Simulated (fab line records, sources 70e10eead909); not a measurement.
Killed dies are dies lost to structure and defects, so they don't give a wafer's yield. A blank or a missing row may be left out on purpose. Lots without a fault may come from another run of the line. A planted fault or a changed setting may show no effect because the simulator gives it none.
Which tool did it? | flow nand_harc | 14 lots, 42 wafers sampled, at 5 steps of a route of 1302

WHAT THE GAUGES READ, wafer by wafer
NHARC_A_ONON_D1_THK_MEAS_08: measures by ellipsometry. Usual: thk_nm 996 nm, standard deviation 11.
lot  | measured     | on            | thk_nm (nm)    | flag
L807 | day 7 23:33  | film_metro-01 | 1021 1021 1020 |
L808 | day 7 23:36  | film_metro-02 | 998 996 997    |
L810 | day 9 00:19  | film_metro-01 | 996 997 995    |
L811 | day 9 09:37  | film_metro-02 | 1000 1001 1001 |
L812 | day 9 23:25  | film_metro-02 | 982 984 984    |
L814 | day 10 15:18 | film_metro-01 | 998 999 1000   |
L815 | day 11 13:23 | film_metro-01 | 993 993 993    |
L816 | day 11 18:17 | film_metro-01 | 986 987 986    |
L818 | day 12 05:11 | film_metro-01 | 998 998 998    |
L819 | day 12 16:12 | film_metro-02 | 971 969 969    |
L822 | day 13 18:05 | film_metro-02 | 994 994 993    |
L821 | day 13 18:08 | film_metro-02 | 986 987 987    |
L823 | day 14 10:37 | film_metro-01 | 989 987 988    |
L828 | day 16 17:32 | film_metro-01 | 1008 1009 1008 |

NHARC_A_CHANNEL_HOLE_D1_CD_MEAS_10: target cd 100 nm. Usual: cd_nm 99.9 nm, standard deviation 0.51.
lot  | measured     | on        | cd_nm (nm)        | flag
L807 | day 8 19:19  | cd_sem-01 | 99.8 99.8 99.9    |
L808 | day 8 18:41  | cd_sem-03 | 100.7 100.6 99.6  |
L810 | day 9 15:10  | cd_sem-03 | 100.7 100.7 99.8  |
L811 | day 10 00:01 | cd_sem-03 | 99.9 99.8 100.3   |
L812 | day 10 14:38 | cd_sem-02 | 100.2 100.0 99.7  |
L814 | day 11 12:20 | cd_sem-01 | 100.7 100.1 100.3 |
L815 | day 12 06:32 | cd_sem-02 | 99.8 99.8 100.1   |
L816 | day 12 08:28 | cd_sem-01 | 100.1 100.6 100.9 |
L818 | day 12 20:31 | cd_sem-02 | 99.2 99.4 99.8    |
L819 | day 13 07:05 | cd_sem-01 | 100.6 100.1 100.1 |
L822 | day 14 08:23 | cd_sem-01 | 100.5 100.1 100.2 |
L821 | day 14 10:39 | cd_sem-01 | 100.9 100.3 100.0 |
L823 | day 15 01:14 | cd_sem-02 | 99.6 100.3 100.4  |
L828 | day 17 12:28 | cd_sem-01 | 100.4 100.0 99.2  |

NHARC_END_SORT_01. Usual: killed_at_array 62, standard deviation 22; killed_at_other 1.0, standard deviation 1.4; killed_at_periphery 4.2, standard deviation 2.8; killed_dies 67, standard deviation 23; killed_open 3.1, standard deviation 1.7; killed_short 2.1, standard deviation 1.5.
lot  | measured     | on        | killed_at_array | killed_at_other | killed_at_periphery | killed_dies | killed_open | killed_short | flag
L821 | day 30 10:26 | prober-01 | 676 673 674     | 0 0 0           | 1 4 3               | 677 677 677 | 0 4 1       | 1 2 3        | OFF
L828 | day 35 09:43 | prober-01 | 671 672 673     | 1 0 0           | 5 5 4               | 677 677 677 | 4 0 7       | 4 0 1        | OFF

WHICH TOOL RAN EACH LOT (tool, then ch and the chambers of the sampled wafers, then the start)
lot  | NHARC_A_ONON_D1_DEP_33          | NHARC_A_CHANNEL_HOLE_D1_DEP_00
L807 | pecvd-03 ch 1,2, day 8 12:28    | acl_dep-03 ch 0, day 8 16:57
L808 | pecvd-04 ch 0,1,2, day 8 12:23  | acl_dep-02 ch 0, day 8 16:40
L810 | pecvd-03 ch 0,1,2, day 9 11:37  | acl_dep-03 ch 0, day 9 12:40
L811 | pecvd-02 ch 0,1,2, day 9 20:56  | acl_dep-02 ch 0, day 9 21:29
L812 | pecvd-02 ch 0,2, day 10 10:42   | acl_dep-03 ch 0, day 10 12:18
L814 | pecvd-03 ch 0,1,2, day 11 06:35 | acl_dep-01 ch 0, day 11 09:40
L815 | pecvd-03 ch 1,2, day 12 03:15   | acl_dep-01 ch 0, day 12 04:01
L816 | pecvd-04 ch 0,1,2, day 12 03:18 | acl_dep-01 ch 0, day 12 06:14
L818 | pecvd-03 ch 0,2, day 12 16:30   | acl_dep-02 ch 0, day 12 18:30
L819 | pecvd-03 ch 0,2, day 13 03:28   | acl_dep-01 ch 0, day 13 04:46
L822 | pecvd-02 ch 0,2, day 14 05:22   | acl_dep-02 ch 0, day 14 05:52
L821 | pecvd-03 ch 0,1, day 14 05:28   | acl_dep-01 ch 0, day 14 06:00
L823 | pecvd-02 ch 0,2, day 14 21:57   | acl_dep-03 ch 0, day 14 22:53
L828 | pecvd-04 ch 0,1,2, day 17 04:38 | acl_dep-01 ch 0, day 17 06:44
- NHARC_A_ONON_D1_DEP_33: deposits SiO2, target thk 200 nm.
- NHARC_A_CHANNEL_HOLE_D1_DEP_00: deposits aC, target thk 3100 nm.

WHAT THE TOOLS THEMSELVES READ (means of the sampled wafers that have a number; where no wafer has one, the mark that the record gives instead)
NHARC_A_ONON_D1_DEP_33. Usual: chamber_pressure_Torr 6.501 Torr, standard deviation 0.014; heater_power_w 559 W, standard deviation 130; throttle_valve_pct 15.7 %, standard deviation 0.47.
lot  | tool     | chamber_pressure_Torr (Torr) | heater_power_w (W) | throttle_valve_pct (%) | flag
L807 | pecvd-03 | 6.496                        | 466                | 16.5                   |
L808 | pecvd-04 | 6.504                        | 631                | 15.7                   |
L810 | pecvd-03 | 6.498                        | 364                | 15.6                   |
L811 | pecvd-02 | 6.493                        | 609                | 15.8                   |
L812 | pecvd-02 | 6.508                        | 689                | 15.7                   |
L814 | pecvd-03 | 6.498                        | 423                | 15.9                   |
L815 | pecvd-03 | 6.512                        | 399                | 16.2                   |
L816 | pecvd-04 | 6.489                        | 667                | 15.8                   |
L818 | pecvd-03 | 6.502                        | 399                | 15.4                   |
L819 | pecvd-03 | 6.499                        | 376                | 15.6                   |
L822 | pecvd-02 | 6.501                        | 669                | 15.6                   |
L821 | pecvd-03 | 6.508                        | 420                | 16.1                   |
L823 | pecvd-02 | 6.506                        | 676                | 15.4                   |
L828 | pecvd-04 | 6.506                        | 605                | 15.5                   |

NHARC_A_CHANNEL_HOLE_D1_DEP_00. Usual: throttle_valve_pct 35.001 %, standard deviation 0.0092.
lot  | tool       | throttle_valve_pct (%) | flag
L807 | acl_dep-03 | 35.006                 |
L808 | acl_dep-02 | 35.000                 |
L810 | acl_dep-03 | 35.005                 |
L811 | acl_dep-02 | 34.997                 |
L812 | acl_dep-03 | 35.003                 |
L814 | acl_dep-01 | 35.000                 |
L815 | acl_dep-01 | 34.996                 |
L816 | acl_dep-01 | 34.998                 |
L818 | acl_dep-02 | 34.998                 |
L819 | acl_dep-01 | 35.000                 |
L822 | acl_dep-02 | 34.996                 |
L821 | acl_dep-01 | 34.997                 |
L823 | acl_dep-03 | 35.004                 |
L828 | acl_dep-01 | 34.998                 |

THE ANSWER, worked out from the rows above alone
Rule: a lot is off if the mean of its wafers that have a number lies more than 3 standard deviations from the usual mean. A lot without any number at a reading at which 4 lots or more have one is off too. The other lots that the step has rows for count as sound. The gauges are gone through in route order, then the tools' own readings, and for those a lot's mean is taken as printed above. The first step at which some lot is off is used, and at that step the reading that is off furthest; a lot without a number counts as furthest.
Off: L821, L828, at NHARC_END_SORT_01 (killed_at_array). Neither off nor sound, because the step has no rows for them: L807, L808, L810, L811, L812, L814, L815, L816, L818, L819, L822, L823.
A tool fits if, at a process step before that reading, it ran every lot that is off, and no sound lot after the first of them. The gauges at NHARC_END_SORT_01 are tried like those tools. Can't be told from this: 2 tools fit, acl_dep-01 at NHARC_A_CHANNEL_HOLE_D1_DEP_00, prober-01 at NHARC_END_SORT_01.

WHAT THE SIMULATOR HAD PUT IN
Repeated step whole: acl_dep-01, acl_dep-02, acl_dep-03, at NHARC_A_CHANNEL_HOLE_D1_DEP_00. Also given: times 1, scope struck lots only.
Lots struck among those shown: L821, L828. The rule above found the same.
